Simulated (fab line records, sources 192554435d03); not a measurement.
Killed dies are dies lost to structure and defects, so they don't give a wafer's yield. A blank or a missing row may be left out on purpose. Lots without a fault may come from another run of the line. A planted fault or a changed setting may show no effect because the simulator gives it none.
Chamber matching | flow n5_finfet | N5_FIN_SAQP_STRIP_55 on rie_diel-01: 4 sister chambers
The step strips in N2/H2. 14 wafers are shown with their chamber, then 7 later ones without.

WAFERS WITH THEIR CHAMBER
wafer  | chamber | drypump_motor_current_A (A) | throttle_valve_pct (%) | showerhead_plenum_p_Torr (Torr)
L228.4 | 1       | 5.3                         | 19.01                  | 3.33
L228.5 | 0       | 4.9                         | 18.93                  | 3.34
L228.6 | 2       | 6.4                         | 19.49                  | 3.19
L229.2 | 1       | 5.3                         | 19.02                  | 3.33
L229.4 | 3       | 5.0                         | 18.75                  | 3.59
L229.6 | 1       | 5.3                         | 19.04                  | 3.33
L234.1 | 1       | 5.3                         | 19.05                  | 3.33
L234.3 | 0       | 4.9                         | 18.96                  | 3.33
L234.6 | 3       | 4.9                         | 18.72                  | 3.58
L235.3 | 2       | 6.4                         | 19.10                  | 3.59
L235.4 | 1       | 5.3                         | 19.04                  | 3.33
L235.5 | 3       | 4.9                         | 18.74                  | 3.58
L236.2 | 3       | 4.9                         | 18.79                  | 3.58
L236.3 | 1       | 5.3                         | 19.05                  | 3.32

SIGNATURES (means of the wafers above)
reading                  | chamber 0 | chamber 1 | chamber 2 | chamber 3 | scatter within a chamber
drypump_motor_current_A  | 4.900     | 5.300     | 6.400     | 4.925     | 0.0274
throttle_valve_pct       | 18.9450   | 19.0350   | 19.2950   | 18.7500   | 0.0897
showerhead_plenum_p_Torr | 3.3350    | 3.3283    | 3.3900    | 3.5825    | 0.0896
Rule: a wafer's distance from a chamber is the root of the sum, over the readings, of the square of ((its reading less the chamber's mean) divided by the reading's scatter). The wafer belongs to the nearest chamber; if the next one is less than 2 further off, it can't be placed. The scatter: the root of (the sum of the squares of (reading less its chamber's mean) over the shown wafers, divided by (wafers less chambers)).

WAFERS WITHOUT THEIR CHAMBER
wafer  | drypump_motor_current_A (A) | throttle_valve_pct (%) | showerhead_plenum_p_Torr (Torr)
L236.5 | 5.3                         | 19.04                  | 3.32
L239.1 | 4.9                         | 18.77                  | 3.58
L239.2 | 6.4                         | 19.13                  | 3.59
L239.6 | 4.9                         | 18.97                  | 3.32
L251.1 | 5.3                         | 19.06                  | 3.31
L251.2 | 6.4                         | 19.16                  | 3.57
L251.3 | 4.9                         | 19.03                  | 3.31

WHICH CHAMBER EACH WENT THROUGH
wafer  | from the rows above | in truth
L236.5 | 1                   | 1
L239.1 | 3                   | 3
L239.2 | 2                   | 2
L239.6 | 0                   | 0
L251.1 | 1                   | 1
L251.2 | 2                   | 2
L251.3 | 0                   | 0
Placed correctly: 7 of 7. Can't be placed from these rows: 0. Placed wrongly: 0.
